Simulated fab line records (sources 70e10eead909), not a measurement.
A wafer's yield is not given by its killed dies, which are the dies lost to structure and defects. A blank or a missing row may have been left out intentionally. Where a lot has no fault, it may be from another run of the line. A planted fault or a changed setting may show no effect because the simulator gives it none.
Which tool is to blame? + flow nandHarc + 33 wafers from 11 lots sampled at 4 of the route's 1302 steps

== WHAT EACH GAUGE READ, for each wafer ==
NHARC_P_GATE_CD_MEAS_46 targets a cd of 720 nm.
| lot  | measured     | on       | cdNm (nm)         |
|------|--------------|----------|-------------------|
| L364 | day 6 08:50  | cdSem-02 | 723.8 719.8 721.9 |
| L365 | day 6 22:04  | cdSem-02 | 719.0 719.8 717.4 |
| L366 | day 7 00:18  | cdSem-01 | 721.5 719.8 717.3 |
| L367 | day 7 16:01  | cdSem-03 | 721.1 720.9 721.5 |
| L368 | day 8 03:25  | cdSem-02 | - - -             |
| L369 | day 8 06:05  | cdSem-02 | - - -             |
| L376 | day 11 17:05 | cdSem-02 | 719.1 719.2 717.3 |
| L377 | day 11 16:19 | cdSem-02 | 723.7 722.7 721.9 |
| L383 | day 14 12:08 | cdSem-02 | 718.2 717.2 718.7 |
| L384 | day 14 15:14 | cdSem-01 | 718.6 718.6 719.3 |
| L385 | day 15 05:40 | cdSem-01 | 719.5 723.5 722.7 |

== TOOL THAT RAN EACH LOT (tool first, then ch and the chambers of the sampled wafers, then the start) ==
| lot  | NHARC_P_ZERO_WELL_ETCH_65         | NHARC_P_ZERO_WELL_DESCUM_54       | NHARC_P_GATE_EXPOSE_43           |
|------|-----------------------------------|-----------------------------------|----------------------------------|
| L364 | rieDiel-08 ch 1,2,3, day 2 17:29  | rieDiel-05 ch 1,2, day 2 22:02    | krfScanner-03 ch 0, day 6 08:41  |
| L365 | rieDiel-13 ch 1,2,3, day 3 03:29  | rieDiel-08 ch 0,2,3, day 3 07:53  | krfScanner-03 ch 0, day 6 21:55  |
| L366 | rieDiel-13 ch 0,1,3, day 3 13:22  | rieDiel-13 ch 1,3, day 3 17:44    | krfScanner-04 ch 0, day 7 00:08  |
| L367 | rieDiel-13 ch 2,3, day 3 23:32    | rieDiel-05 ch 1,3, day 4 03:59    | krfScanner-01 ch 0, day 7 15:52  |
| L368 | rieDiel-13 ch 0,2,3, day 4 09:24  | rieDiel-13 ch 0,1,3, day 4 13:51  | krfScanner-04, day 8 03:16       |
| L369 | rieDiel-08 ch 0,1,3, day 4 19:22  | rieDiel-05 ch 0,1,3, day 4 23:31  | krfScanner-03, day 8 05:56       |
| L376 | rieDiel-05 ch 0,2, day 7 17:30    | rieDiel-05 ch 1,2, day 7 22:05    | krfScanner-03 ch 0, day 11 16:56 |
| L377 | rieDiel-08 ch 0,2,3, day 8 03:43  | rieDiel-05 ch 0,1,2, day 8 08:28  | krfScanner-03 ch 0, day 11 16:09 |
| L383 | rieDiel-13 ch 0,2, day 10 15:29   | rieDiel-13 ch 0,1,3, day 10 19:56 | krfScanner-01 ch 0, day 14 11:59 |
| L384 | rieDiel-05 ch 0,1,2, day 11 01:30 | rieDiel-05 ch 1,2, day 11 05:52   | krfScanner-01 ch 0, day 14 15:05 |
| L385 | rieDiel-05 ch 0,1,2, day 11 11:30 | rieDiel-08 ch 0,2,3, day 11 16:32 | krfScanner-03 ch 0, day 15 05:31 |
- NHARC_P_ZERO_WELL_ETCH_65: etches the open film in N2/H2, target depth 80 nm, overetch 24 nm, time 87.88 s.
- NHARC_P_ZERO_WELL_DESCUM_54: chemistry O2, time 3 s.
- NHARC_P_GATE_EXPOSE_43: exposes mask P NSD, target cd 720 nm.

== THE ANSWER, worked out from the rows above alone ==
Rule: usual is defined by the lots themselves. Put in order of their means at a reading, lots are off if they are a third of the lots or fewer, leave a main group of 4 or more, and stand apart from it by a gap of 3 or more times the standard deviation of the main group's means; of several such gaps the widest counts. If all means in a main group match to the digits the tables above print for the reading, that group is not used. A lot without any number at a reading at which 4 lots or more have one is off too. Any other lot the step has rows for is counted as sound.
Off: L368, L369 (NHARC_P_GATE_CD_MEAS_46, cdNm). Without a number there: L368, L369. Mean 720.1 nm and standard deviation 1.7 in the main group.
If a tool, at a process step before that reading, ran all the lots that are off and no sound lot after the first of them, it fits. Those tools and the gauges at NHARC_P_GATE_CD_MEAS_46 are tried in the same way. Of those tried, none fits.

== WHAT HAD BEEN PUT IN BY THE SIMULATOR ==
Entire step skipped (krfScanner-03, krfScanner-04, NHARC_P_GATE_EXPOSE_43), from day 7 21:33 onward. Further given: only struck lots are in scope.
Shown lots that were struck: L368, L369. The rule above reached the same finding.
